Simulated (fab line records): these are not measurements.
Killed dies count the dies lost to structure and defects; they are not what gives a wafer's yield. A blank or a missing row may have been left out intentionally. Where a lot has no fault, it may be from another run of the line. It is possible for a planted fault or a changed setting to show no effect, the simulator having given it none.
The tool behind it: which one?	flow nand_harc	Sampling: 6 lots, 18 wafers, 2 of 1302 route steps

== WHAT THE GAUGES SHOWED, per wafer ==
NHARC_A_CONTACT_CD_MEAS_08: target cd 200 nm.
lot	measured	on	cd_nm (nm)
L319	day 23 00:29	cd_sem-03	199.8 199.9 200.4
L322	day 25 10:36	cd_sem-02	199.0 199.7 200.4
L327	day 26 17:32	cd_sem-02	198.9 199.6 199.1
L331	day 28 03:49	cd_sem-01	200.2 199.8 200.3
L337	day 31 12:53	cd_sem-03	200.7 199.2 199.3
L339	day 31 21:15	cd_sem-01	199.9 201.1 200.1

== WHAT TOOL EACH LOT RAN ON (gives the tool, then ch and the chambers of the sampled wafers, and finally the start) ==
lot	NHARC_A_CONTACT_STRIP_104
L319	rie_diel-08 ch 0,1,3, day 22 21:22
L322	rie_diel-08 ch 1,2,3, day 25 07:23
L327	rie_diel-08 ch 0,2,3, day 26 13:34
L331	rie_diel-08 ch 0,3, day 28 00:32
L337	rie_diel-13 ch 1,2,3, day 31 07:59
L339	rie_diel-08 ch 0,1,2, day 31 18:08
- NHARC_A_CONTACT_STRIP_104: strips in CF4/CHF3.

== THE ANSWER, worked out from the rows above alone ==
Rule: the lots themselves supply what counts as usual. Put in order of their means at a reading, lots are off if they are a third of the lots or fewer, leave a main group of 4 or more, and stand apart from it by a gap of 3 or more times the standard deviation of the main group's means; of several such gaps the widest counts. A main group is skipped when, at the precision printed for the reading in the tables above, its means are all equal. Also off: a lot with no number at a reading for which 4 or more lots have one. Where the step has rows for the other lots, those lots are counted as sound.
Across all readings shown, no lot is off: no conclusion can be drawn from this.

== WHAT WAS PUT IN BY THE SIMULATOR ==
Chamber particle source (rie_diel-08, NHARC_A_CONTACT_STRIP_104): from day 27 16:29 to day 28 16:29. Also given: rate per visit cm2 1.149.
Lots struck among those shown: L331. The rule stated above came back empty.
